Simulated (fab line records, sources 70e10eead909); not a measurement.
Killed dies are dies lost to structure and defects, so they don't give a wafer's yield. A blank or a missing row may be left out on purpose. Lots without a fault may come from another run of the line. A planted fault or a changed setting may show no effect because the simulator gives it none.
Chamber matching | flow nand_harc | NHARC_A_CONTACT_ETCH_88 on rie_diel-03: 4 sister chambers
The step etches the open film in CF4, target depth 39 nm, time 65 s. 39 wafers are shown with their chamber, then 12 later ones without.

WAFERS WITH THEIR CHAMBER
wafer  | chamber | drypump_motor_current_A (A) | showerhead_plenum_p_Torr (Torr) | rf_vpp_V (V)
L074.2 | 0       | 5.7                         | 1.66                            | 148.9
L074.3 | 2       | 5.4                         | 1.64                            | 149.8
L074.4 | 3       | 5.4                         | 1.86                            | 153.0
L075.2 | 2       | 5.4                         | 1.64                            | 150.1
L075.3 | 3       | 5.4                         | 1.86                            | 150.9
L075.5 | 1       | 4.9                         | 1.78                            | 152.8
L078.2 | 0       | 5.7                         | 1.66                            | 150.6
L078.4 | 1       | 5.0                         | 1.78                            | 150.6
L078.5 | 0       | 5.7                         | 1.66                            | 149.0
L079.2 | 2       | 5.4                         | 1.64                            | 149.9
L079.4 | 1       | 5.0                         | 1.78                            | 152.9
L079.5 | 3       | 5.4                         | 1.86                            | 152.0
L077.1 | 0       | 5.7                         | 1.66                            | 149.6
L077.5 | 1       | 5.0                         | 1.78                            | 151.7
L077.6 | 0       | 5.7                         | 1.66                            | 151.2
L081.4 | 1       | 5.0                         | 1.78                            | 152.6
L081.5 | 0       | 5.7                         | 1.66                            | 150.5
L081.6 | 1       | 5.0                         | 1.78                            | 151.2
L084.2 | 0       | 5.7                         | 1.65                            | 148.8
L084.3 | 2       | 5.4                         | 1.64                            | 149.2
L084.4 | 3       | 5.4                         | 1.86                            | 151.5
L083.1 | 0       | 5.7                         | 1.65                            | 150.4
L083.2 | 3       | 5.4                         | 1.86                            | 151.3
L083.6 | 0       | 5.7                         | 1.65                            | 150.0
L085.1 | 3       | 5.4                         | 1.86                            | 152.1
L085.4 | 0       | 5.7                         | 1.65                            | 150.6
L085.5 | 2       | 5.4                         | 1.64                            | 149.6
L086.1 | 0       | 5.7                         | 1.65                            | 149.1
L086.2 | 1       | 5.0                         | 1.78                            | 151.3
L086.5 | 1       | 5.0                         | 1.78                            | 151.8
L090.1 | 0       | 5.7                         | 1.65                            | 150.6
L090.3 | 1       | 5.0                         | 1.78                            | 152.3
L090.4 | 2       | 5.4                         | 1.91                            | 150.9
L089.1 | 3       | 5.4                         | 1.85                            | 153.7
L089.2 | 2       | 5.4                         | 1.91                            | 152.6
L089.3 | 1       | 5.0                         | 1.78                            | 151.0
L092.1 | 3       | 5.4                         | 1.85                            | 153.0
L092.2 | 0       | 5.7                         | 1.65                            | 149.9
L092.4 | 1       | 5.0                         | 1.77                            | 152.0

SIGNATURES (means of the wafers above)
reading                  | chamber 0 | chamber 1 | chamber 2 | chamber 3 | scatter within a chamber
drypump_motor_current_A  | 5.700     | 4.991     | 5.400     | 5.400     | 0.0161
showerhead_plenum_p_Torr | 1.6546    | 1.7791    | 1.7171    | 1.8575    | 0.0547
rf_vpp_V                 | 149.938   | 151.836   | 150.300   | 152.188   | 0.89
Rule: a wafer's distance from a chamber is the root of the sum, over the readings, of the square of ((its reading less the chamber's mean) divided by the reading's scatter). The wafer belongs to the nearest chamber; if the next one is less than 2 further off, it can't be placed. The scatter: the root of (the sum of the squares of (reading less its chamber's mean) over the shown wafers, divided by (wafers less chambers)).

WAFERS WITHOUT THEIR CHAMBER
wafer  | drypump_motor_current_A (A) | showerhead_plenum_p_Torr (Torr) | rf_vpp_V (V)
L091.1 | 5.0                         | 1.77                            | 151.8
L091.3 | 5.4                         | 1.91                            | 153.3
L091.5 | 5.7                         | 1.65                            | 150.6
L094.1 | 5.4                         | 1.85                            | 150.8
L094.4 | 5.0                         | 1.77                            | 151.6
L094.5 | 5.8                         | 1.65                            | 149.4
L097.1 | 5.4                         | 1.90                            | 153.5
L097.5 | 5.4                         | 1.85                            | 152.6
L097.6 | 5.7                         | 1.65                            | 151.0
L096.1 | 5.8                         | 1.65                            | 150.7
L096.2 | 5.5                         | 1.85                            | 152.8
L096.3 | 5.4                         | 1.90                            | 153.9

WHICH CHAMBER EACH WENT THROUGH
wafer  | from the rows above     | in truth
L091.1 | 1                       | 1
L091.3 | 3                       | 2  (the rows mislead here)
L091.5 | 0                       | 0
L094.1 | can't be placed: 3 or 2 | 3
L094.4 | 1                       | 1
L094.5 | 0                       | 0
L097.1 | 3                       | 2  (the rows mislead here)
L097.5 | 3                       | 3
L097.6 | 0                       | 0
L096.1 | 0                       | 0
L096.2 | can't be placed: 3 or 2 | 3
L096.3 | 3                       | 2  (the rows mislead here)
Placed correctly: 7 of 12. Can't be placed from these rows: 2 (the true chamber is among the candidates in 2). Placed wrongly: 3.
